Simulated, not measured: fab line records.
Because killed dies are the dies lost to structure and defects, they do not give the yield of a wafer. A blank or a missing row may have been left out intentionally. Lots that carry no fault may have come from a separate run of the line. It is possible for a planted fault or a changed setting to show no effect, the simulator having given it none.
What tool caused it? + flow n5 finfet + 72 wafers from 24 lots sampled at 4 of the route's 1938 steps

WHAT EACH GAUGE READ, for each wafer
N5_BEOL_M5_OVL_MEAS_12.
| lot  | measured     | on         | M5_OVL (nm)    |
|------|--------------|------------|----------------|
| L075 | day 9 04:16  | overlay-02 | -0.2 -0.8 0.2  |
| L074 | day 9 05:45  | overlay-02 | -1.0 -0.6 0.4  |
| L076 | day 9 21:31  | overlay-02 | 0.2 -0.7 0.5   |
| L077 | day 9 21:34  | overlay-01 | 1.0 0.2 0.5    |
| L078 | day 10 04:29 | overlay-02 | 0.2 0.2 0.1    |
| L079 | day 10 04:40 | overlay-02 | -0.2 0.4 -0.7  |
| L081 | day 10 07:46 | overlay-01 | 0.1 -0.6 -0.6  |
| L080 | day 10 09:25 | overlay-01 | 0.1 1.1 0.3    |
| L082 | day 10 10:55 | overlay-02 | -0.1 -0.2 -0.4 |
| L083 | day 11 11:32 | overlay-02 | 0.3 -1.4 -0.9  |
| L084 | day 12 04:53 | overlay-01 | 0.4 0.5 0.9    |
| L085 | day 12 21:02 | overlay-01 | -0.9 -0.4 -1.0 |
| L086 | day 13 03:49 | overlay-01 | -0.5 -0.7 0.6  |
| L087 | day 13 06:59 | overlay-02 | -0.2 0.2 -1.1  |
| L088 | day 14 03:31 | overlay-01 | -0.6 0.5 0.6   |
| L089 | day 14 07:59 | overlay-01 | -0.2 1.1 1.2   |
| L090 | day 14 19:37 | overlay-01 | 0.4 1.2 0.8    |
| L094 | day 15 01:41 | overlay-02 | -0.6 0.2 0.5   |
| L092 | day 15 04:59 | overlay-02 | -0.4 0.0 -0.4  |
| L093 | day 15 05:16 | overlay-02 | -1.5 0.0 0.1   |
| L091 | day 15 08:06 | overlay-02 | 0.4 0.3 -0.3   |
| L095 | day 15 11:29 | overlay-01 | -1.1 -1.0 -0.5 |
| L097 | day 15 22:50 | overlay-01 | -0.9 -1.1 0.0  |
| L096 | day 16 06:43 | overlay-02 | -0.2 0.0 -0.1  |

TOOL THAT RAN EACH LOT (tool first, then ch and the chambers of the sampled wafers, then the start)
| lot  | N5_BEOL_M4_SPUTTER_81        | N5_BEOL_M4_SPUTTER_88        | N5_BEOL_M5_HM_DEP_02         |
|------|------------------------------|------------------------------|------------------------------|
| L075 | pvd sputter-03, day 8 21:05  | pvd sputter-03, day 8 21:31  | pvd sputter-03, day 9 03:43  |
| L074 | pvd sputter-01, day 9 00:58  | pvd sputter-01, day 9 01:25  | pvd sputter-01, day 9 05:19  |
| L076 | pvd sputter-03, day 9 15:48  | pvd sputter-03, day 9 16:14  | pvd sputter-01, day 9 20:57  |
| L077 | pvd sputter-02, day 9 15:52  | pvd sputter-02, day 9 16:19  | pvd sputter-01, day 9 21:03  |
| L078 | pvd sputter-01, day 9 22:26  | pvd sputter-01, day 9 22:52  | pvd sputter-02, day 10 03:56 |
| L079 | pvd sputter-03, day 9 23:30  | pvd sputter-03, day 9 23:56  | pvd sputter-03, day 10 04:13 |
| L081 | pvd sputter-03, day 10 02:24 | pvd sputter-03, day 10 02:50 | pvd sputter-03, day 10 07:20 |
| L080 | pvd sputter-02, day 10 02:28 | pvd sputter-02, day 10 02:54 | pvd sputter-03, day 10 08:59 |
| L082 | pvd sputter-03, day 10 05:38 | pvd sputter-03, day 10 06:05 | pvd sputter-01, day 10 10:29 |
| L083 | pvd sputter-01, day 11 05:20 | pvd sputter-01, day 11 05:46 | pvd sputter-01, day 11 11:07 |
| L084 | pvd sputter-02, day 12 00:09 | pvd sputter-02, day 12 00:35 | pvd sputter-02, day 12 04:26 |
| L085 | pvd sputter-01, day 12 16:31 | pvd sputter-01, day 12 16:57 | pvd sputter-02, day 12 20:37 |
| L086 | pvd sputter-03, day 12 21:19 | pvd sputter-03, day 12 21:46 | pvd sputter-01, day 13 03:16 |
| L087 | pvd sputter-03, day 12 23:55 | pvd sputter-03, day 13 00:21 | pvd sputter-01, day 13 06:34 |
| L088 | pvd sputter-01, day 13 21:17 | pvd sputter-01, day 13 21:43 | pvd sputter-02, day 14 03:06 |
| L089 | pvd sputter-01, day 14 02:35 | pvd sputter-01, day 14 03:01 | pvd sputter-02, day 14 07:26 |
| L090 | pvd sputter-01, day 14 14:38 | pvd sputter-01, day 14 15:05 | pvd sputter-01, day 14 19:12 |
| L094 | pvd sputter-02, day 14 19:45 | pvd sputter-02, day 14 20:11 | pvd sputter-03, day 15 01:08 |
| L092 | pvd sputter-01, day 14 23:24 | pvd sputter-01, day 14 23:50 | pvd sputter-02, day 15 04:31 |
| L093 | pvd sputter-03, day 14 23:32 | pvd sputter-03, day 14 23:58 | pvd sputter-02, day 15 04:43 |
| L091 | pvd sputter-03, day 15 02:25 | pvd sputter-03, day 15 02:52 | pvd sputter-03, day 15 07:41 |
| L095 | pvd sputter-03, day 15 06:07 | pvd sputter-03, day 15 06:34 | pvd sputter-02, day 15 10:56 |
| L097 | pvd sputter-01, day 15 15:34 | pvd sputter-01, day 15 16:00 | pvd sputter-03, day 15 22:17 |
| L096 | pvd sputter-03, day 15 23:34 | pvd sputter-03, day 16 00:01 | pvd sputter-03, day 16 06:10 |
- N5_BEOL_M4_SPUTTER_81: material Cu, target thk 4.5 nm, time 8.29 s.
- N5_BEOL_M4_SPUTTER_88: material Cu, target thk 4.5 nm, time 8.29 s.
- N5_BEOL_M5_HM_DEP_02: deposits TiN, target thk 20 nm.

AS READ BY THE TOOLS THEMSELVES (means over the sampled wafers that have a number; for cases with no such wafer, the mark the record gives instead)
N5_BEOL_M4_SPUTTER_81.
| lot  | tool           | throttle valve pct (%) |
|------|----------------|------------------------|
| L075 | pvd sputter-03 | 29.8                   |
| L074 | pvd sputter-01 | 29.8                   |
| L076 | pvd sputter-03 | 30.1                   |
| L077 | pvd sputter-02 | 30.2                   |
| L078 | pvd sputter-01 | 30.2                   |
| L079 | pvd sputter-03 | 30.7                   |
| L081 | pvd sputter-03 | 31.5                   |
| L080 | pvd sputter-02 | 30.2                   |
| L082 | pvd sputter-03 | 30.6                   |
| L083 | pvd sputter-01 | 31.7                   |
| L084 | pvd sputter-02 | 30.5                   |
| L085 | pvd sputter-01 | 30.3                   |
| L086 | pvd sputter-03 | 31.2                   |
| L087 | pvd sputter-03 | 31.0                   |
| L088 | pvd sputter-01 | 30.3                   |
| L089 | pvd sputter-01 | 30.9                   |
| L090 | pvd sputter-01 | 31.0                   |
| L094 | pvd sputter-02 | 29.3                   |
| L092 | pvd sputter-01 | 30.3                   |
| L093 | pvd sputter-03 | 30.7                   |
| L091 | pvd sputter-03 | 30.8                   |
| L095 | pvd sputter-03 | 31.4                   |
| L097 | pvd sputter-01 | 29.0                   |
| L096 | pvd sputter-03 | 30.7                   |

N5_BEOL_M4_SPUTTER_88.
| lot  | tool           | throttle valve pct (%) |
|------|----------------|------------------------|
| L075 | pvd sputter-03 | 29.7                   |
| L074 | pvd sputter-01 | 29.9                   |
| L076 | pvd sputter-03 | 30.2                   |
| L077 | pvd sputter-02 | 30.2                   |
| L078 | pvd sputter-01 | 30.3                   |
| L079 | pvd sputter-03 | 30.6                   |
| L081 | pvd sputter-03 | 31.4                   |
| L080 | pvd sputter-02 | 30.3                   |
| L082 | pvd sputter-03 | 30.6                   |
| L083 | pvd sputter-01 | 31.7                   |
| L084 | pvd sputter-02 | 30.3                   |
| L085 | pvd sputter-01 | 30.3                   |
| L086 | pvd sputter-03 | 30.9                   |
| L087 | pvd sputter-03 | 31.1                   |
| L088 | pvd sputter-01 | 30.1                   |
| L089 | pvd sputter-01 | 31.0                   |
| L090 | pvd sputter-01 | 30.7                   |
| L094 | pvd sputter-02 | 29.2                   |
| L092 | pvd sputter-01 | 30.3                   |
| L093 | pvd sputter-03 | 30.8                   |
| L091 | pvd sputter-03 | 30.8                   |
| L095 | pvd sputter-03 | 31.4                   |
| L097 | pvd sputter-01 | 29.1                   |
| L096 | pvd sputter-03 | 30.5                   |

N5_BEOL_M5_HM_DEP_02.
| lot  | tool           | throttle valve pct (%) |
|------|----------------|------------------------|
| L075 | pvd sputter-03 | 30.2                   |
| L074 | pvd sputter-01 | 30.2                   |
| L076 | pvd sputter-01 | 30.2                   |
| L077 | pvd sputter-01 | 30.3                   |
| L078 | pvd sputter-02 | 31.4                   |
| L079 | pvd sputter-03 | 31.9                   |
| L081 | pvd sputter-03 | 29.6                   |
| L080 | pvd sputter-03 | 30.4                   |
| L082 | pvd sputter-01 | 29.6                   |
| L083 | pvd sputter-01 | 29.0                   |
| L084 | pvd sputter-02 | 30.4                   |
| L085 | pvd sputter-02 | 31.3                   |
| L086 | pvd sputter-01 | 30.2                   |
| L087 | pvd sputter-01 | 30.2                   |
| L088 | pvd sputter-02 | 29.3                   |
| L089 | pvd sputter-02 | 29.4                   |
| L090 | pvd sputter-01 | 30.2                   |
| L094 | pvd sputter-03 | 29.6                   |
| L092 | pvd sputter-02 | 30.3                   |
| L093 | pvd sputter-02 | 29.2                   |
| L091 | pvd sputter-03 | 30.5                   |
| L095 | pvd sputter-02 | 29.3                   |
| L097 | pvd sputter-03 | 29.7                   |
| L096 | pvd sputter-03 | 30.8                   |

THE ANSWER, worked out from the rows above alone
Rule: usual is defined by the lots themselves. The widest of any qualifying gaps counts: lots, ordered by their means at a reading, are off when they make up no more than a third of the lots, leave a main group of 4 or more, and stand apart from it by 3 or more times the standard deviation of that group's means. A main group is skipped when, at the precision printed for the reading in the tables above, its means are all equal. Also off: a lot with no number at a reading for which 4 or more lots have one. Any other lot the step has rows for is counted as sound. Order of review: gauges by route order, followed by the tools' own readings, for which a lot's mean as printed above is used. At the first step where some lot is off, the reading lying furthest off is the one used; lots without a number count as furthest.
Across all readings shown, no lot is off: no conclusion can be drawn from this.

WHAT THE SIMULATOR HAD PUT IN
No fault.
